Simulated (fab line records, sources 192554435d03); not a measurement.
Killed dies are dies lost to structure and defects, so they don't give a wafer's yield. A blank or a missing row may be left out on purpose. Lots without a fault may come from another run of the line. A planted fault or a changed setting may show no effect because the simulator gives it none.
Chamber matching | flow n5_finfet | N5_BEOL_M10_ETCH_65 on rie_diel-06: 4 sister chambers
The step etches SiARC in CF4, target depth 39 nm, time 65 s. 24 wafers are shown with their chamber, then 12 later ones without.

WAFERS WITH THEIR CHAMBER
wafer  | chamber | showerhead_plenum_p_Torr (Torr) | throttle_valve_pct (%) | oes_product_au (a.u.)
L074.1 | 3       | 2.06                            | 15.82                  | 0.63
L074.3 | 0       | 2.21                            | 16.04                  | 0.60
L074.5 | 0       | 2.21                            | 16.05                  | 0.59
L076.1 | 0       | 2.20                            | 16.05                  | 0.59
L076.4 | 2       | 2.21                            | 15.80                  | 0.59
L076.6 | 1       | 2.11                            | 15.45                  | 0.81
L075.2 | 2       | 2.20                            | 15.80                  | 0.58
L075.4 | 3       | 2.06                            | 15.84                  | 0.62
L075.6 | 3       | 2.06                            | 15.83                  | 0.62
L078.2 | 0       | 2.20                            | 16.05                  | 0.58
L078.4 | 3       | 2.06                            | 15.84                  | 0.62
L078.6 | 2       | 2.20                            | 15.82                  | 0.58
L085.2 | 0       | 2.20                            | 16.11                  | 0.58
L085.5 | 0       | 2.19                            | 16.10                  | 0.57
L085.6 | 3       | 2.05                            | 15.88                  | 0.62
L084.2 | 0       | 2.20                            | 16.12                  | 0.57
L084.5 | 3       | 2.05                            | 15.87                  | 0.62
L084.6 | 0       | 2.20                            | 16.10                  | 0.57
L087.2 | 3       | 2.05                            | 15.88                  | 0.61
L087.3 | 0       | 2.19                            | 16.14                  | 0.58
L087.6 | 0       | 2.19                            | 16.12                  | 0.57
L086.1 | 0       | 2.19                            | 16.11                  | 0.57
L086.3 | 2       | 2.20                            | 15.85                  | 0.58
L086.5 | 1       | 2.11                            | 15.49                  | 0.77

SIGNATURES (means of the wafers above)
reading                  | chamber 0 | chamber 1 | chamber 2 | chamber 3 | scatter within a chamber
showerhead_plenum_p_Torr | 2.1982    | 2.1100    | 2.2025    | 2.0557    | 0.00636
throttle_valve_pct       | 16.0900   | 15.4700   | 15.8175   | 15.8514   | 0.0306
oes_product_au           | 0.5791    | 0.7900    | 0.5825    | 0.6200    | 0.0104
Rule: a wafer's distance from a chamber is the root of the sum, over the readings, of the square of ((its reading less the chamber's mean) divided by the reading's scatter). The wafer belongs to the nearest chamber; if the next one is less than 2 further off, it can't be placed. The scatter: the root of (the sum of the squares of (reading less its chamber's mean) over the shown wafers, divided by (wafers less chambers)).

WAFERS WITHOUT THEIR CHAMBER
wafer  | showerhead_plenum_p_Torr (Torr) | throttle_valve_pct (%) | oes_product_au (a.u.)
L091.2 | 2.10                            | 15.53                  | 0.76
L091.5 | 2.20                            | 15.86                  | 0.57
L091.6 | 2.10                            | 15.53                  | 0.75
L095.2 | 2.04                            | 15.92                  | 0.60
L095.5 | 2.10                            | 15.56                  | 0.74
L095.6 | 2.19                            | 15.58                  | 0.85
L096.1 | 2.04                            | 15.92                  | 0.59
L096.2 | 2.19                            | 15.60                  | 0.82
L096.5 | 2.19                            | 15.58                  | 0.82
L097.3 | 2.09                            | 15.57                  | 0.73
L097.4 | 2.09                            | 15.58                  | 0.72
L097.5 | 2.19                            | 15.35                  | 0.83

WHICH CHAMBER EACH WENT THROUGH
wafer  | from the rows above | in truth
L091.2 | 1                   | 1
L091.5 | 2                   | 2
L091.6 | 1                   | 1
L095.2 | 3                   | 3
L095.5 | 1                   | 1
L095.6 | 1                   | 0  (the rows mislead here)
L096.1 | 3                   | 3
L096.2 | 1                   | 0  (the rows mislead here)
L096.5 | 1                   | 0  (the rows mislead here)
L097.3 | 1                   | 1
L097.4 | 1                   | 1
L097.5 | 1                   | 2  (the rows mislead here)
Placed correctly: 8 of 12. Can't be placed from these rows: 0. Placed wrongly: 4.
